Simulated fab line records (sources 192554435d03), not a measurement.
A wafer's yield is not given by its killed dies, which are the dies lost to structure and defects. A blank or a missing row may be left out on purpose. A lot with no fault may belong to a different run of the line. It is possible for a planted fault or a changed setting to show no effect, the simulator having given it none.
Split-lot trial	flow n5Finfet	7 lots, 21 wafers read, on a route of 1938 steps

ON THE SPLIT
At N5_SDB_COAT_05 (resist thk 90 nm), the setting spinRpm was moved away from the recipe's 1500 rpm on 4 of the 21 wafers read, by -8.3% to +4.5%. All remaining wafers had this setting at the recipe value.

FROM THE SPLIT TO THE READING: what the file shows between them, 5 steps
- N5_SDB_EBR_07
- N5_SDB_SOFTBAKE_06: time 60 s
- N5_SDB_EXPOSE_08: exposes mask SDB
- N5_SDB_PEB_09: peb time 60 s
- N5_SDB_DEVELOP_10: develop time 30 s

THE READING
CAR-ArF_of_SDB_COAT_05.thkNm (the simulator's own value, which no gauge read), in nm, at N5_SDB_DESCUM_16 (chemistry O2, time 7.9 s). The file gives no usual value for it. Across the 17 wafers here that went through the recipe, the average is 83.6 nm and the standard deviation 0.24 nm.

wafer	tool, chamber at the split	spinRpm as run, rpm	against the recipe	CAR-ArF_of_SDB_COAT_05.thkNm, nm	against lot-mates on the recipe
L077.1	lithoTrack-03, 0	1500	recipe	83.2	-
L077.3	lithoTrack-03, 0	1500	recipe	83.2	-
L077.5	lithoTrack-03, 0	1500	recipe	83.2	-
L078.1	lithoTrack-02, 0	1500	recipe	83.4	-
L078.2	lithoTrack-02, 0	1500	recipe	83.4	-
L078.6	lithoTrack-02, 0	1500	recipe	83.6	-
L079.2	lithoTrack-04, 0	1500	recipe	83.8	-
L079.5	lithoTrack-04, 0	1500	recipe	83.8	-
L079.3	lithoTrack-04, 0	1567	+4.5%	81.8	-2.0
L080.1	lithoTrack-04, 0	1500	recipe	83.8	-
L080.6	lithoTrack-04, 0	1500	recipe	83.8	-
L080.2	lithoTrack-04, 0	1556	+3.7%	81.8	-2.0
L083.3	lithoTrack-04, 0	1500	recipe	83.8	-
L083.4	lithoTrack-04, 0	1500	recipe	83.4	-
L083.6	lithoTrack-04, 0	1500	recipe	83.4	-
L084.2	lithoTrack-03, 0	1500	recipe	83.4	-
L084.5	lithoTrack-03, 0	1500	recipe	83.8	-
L084.6	lithoTrack-03, 0	1500	recipe	83.8	-
L090.1	lithoTrack-03, 0	1375	-8.3%	88	+4.2
L090.5	lithoTrack-03, 0	1500	recipe	83.8	-
L090.6	lithoTrack-03, 0	1375	-8.3%	87.8	+4.0

THE FIT
A straight line over all 21 wafers: CAR-ArF_of_SDB_COAT_05.thkNm changes by -0.5 nm for each +1% of spinRpm; r = -0.99; the points scatter about the line by 0.26 nm.
The same after taking each lot's own level away (the mean of its wafers on the recipe; 21 wafers): -0.49 nm for each +1%; r = -1.00; scatter 0.13 nm.
That fit puts the effect of the largest move of spinRpm on the reading at 4.1 nm.
From 83.20 to 83.80 nm: that is the span of the lots' own levels, equal to 2.5 times the standard deviation above.
So the lot-to-lot level changes the slope little: the two slopes agree.
Check: with one of the wafers moved furthest among these (-8.3%) left out of the fit, the line predicts +4.01 nm for it against its lot-mates. It came out at +4.2 nm against them.

THE OTHER SPLITS THESE WAFERS WENT THROUGH
Before the reading, these wafers also passed through other splits. Each is held against what the fit with the lots' levels taken away leaves over:
other split on the same wafers	wafers away from the commonest value	r with CAR-ArF_of_SDB_COAT_05.thkNm (lot level and that fit taken away)
N5_SD_EPI_N_EXPOSE_06 doseMj	7	-0.11
N5_SD_EPI_N_ETCH_16 targetDepthA	7	-0.07

THE WHOLE CHAIN: every reading that the file lists as answering this split, in the file's order
step	what it does	reading	change (the file's fit)	r (the file's)
N5_SDB_COAT_05	resist thk 90 nm	CAR-ArF_of_SDB_COAT_05.thkNm (the simulator's own value, which no gauge read)	-0.502 nm for each +1% of the setting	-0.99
N5_SDB_DEVELOP_10	develop time 30 s	CAR-ArF_of_SDB_COAT_05.thkNm (the simulator's own value, which no gauge read)	-0.506 nm for each +1% of the setting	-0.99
N5_SDB_DESCUM_16	chemistry O2, time 7.9 s	CAR-ArF_of_SDB_COAT_05.thkNm (the simulator's own value, which no gauge read)	-0.489 nm for each +1% of the setting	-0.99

FILE'S OWN FIT
CAR-ArF_of_SDB_COAT_05.thkNm changes by -0.489 nm for each +1% of spinRpm, r = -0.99.
